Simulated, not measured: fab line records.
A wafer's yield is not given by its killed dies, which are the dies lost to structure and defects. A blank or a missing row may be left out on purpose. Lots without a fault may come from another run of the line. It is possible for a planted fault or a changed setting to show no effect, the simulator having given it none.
Chamber matching || flow n5Finfet || rieDiel-04 running N5_DUMMY_GATE_STRIP_48: 4 sister chambers
The step strips in N2/H2, time 20 s. 4 wafers are shown with their chamber, then 8 later ones without.

## EACH WAFER AND ITS CHAMBER
{"wafer": "L080.5", "chamber": 3, "showerheadPlenumPTorr (Torr)": 3.61}
{"wafer": "L085.3", "chamber": 0, "showerheadPlenumPTorr (Torr)": 3.32}
{"wafer": "L085.5", "chamber": 2, "showerheadPlenumPTorr (Torr)": 3.25}
{"wafer": "L086.2", "chamber": 1, "showerheadPlenumPTorr (Torr)": 3.32}

## WAFERS WITHOUT THEIR CHAMBER
{"wafer": "L086.3", "showerheadPlenumPTorr (Torr)": 3.32}
{"wafer": "L086.6", "showerheadPlenumPTorr (Torr)": 3.32}
{"wafer": "L087.1", "showerheadPlenumPTorr (Torr)": 3.32}
{"wafer": "L087.2", "showerheadPlenumPTorr (Torr)": 3.60}
{"wafer": "L087.5", "showerheadPlenumPTorr (Torr)": 3.60}
{"wafer": "L096.3", "showerheadPlenumPTorr (Torr)": 3.59}
{"wafer": "L096.4", "showerheadPlenumPTorr (Torr)": 3.24}
{"wafer": "L096.5", "showerheadPlenumPTorr (Torr)": 3.31}

## THE CHAMBER EACH PASSED THROUGH
{"wafer": "L086.3", "from the rows above": "can't be placed: 0 or 1", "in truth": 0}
{"wafer": "L086.6", "from the rows above": "can't be placed: 0 or 1", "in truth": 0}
{"wafer": "L087.1", "from the rows above": "can't be placed: 0 or 1", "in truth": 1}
{"wafer": "L087.2", "from the rows above": 3, "in truth": 3}
{"wafer": "L087.5", "from the rows above": 3, "in truth": 3}
{"wafer": "L096.3", "from the rows above": 3, "in truth": 3}
{"wafer": "L096.4", "from the rows above": 2, "in truth": 2}
{"wafer": "L096.5", "from the rows above": "can't be placed: 0 or 1", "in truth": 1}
Placed correctly: 4 of 8. From these rows, 4 cannot be placed; in 4 the true chamber is one of the candidates. 0 placed wrongly.
How it was worked out, from the rows above alone: a wafer's distance from a chamber is the root of the sum, over the readings, of the square of ((its reading less the chamber's mean) divided by the reading's scatter). If the next closest chamber is less than 2 further off than the closest, the wafer can't be placed; otherwise it belongs to the closest. The mean given for a chamber averages the wafers shown for that chamber. The scatter (one wafer shown for each chamber): square how far every hidden wafer sits from the nearest shown wafer, average those squares and take the square root.
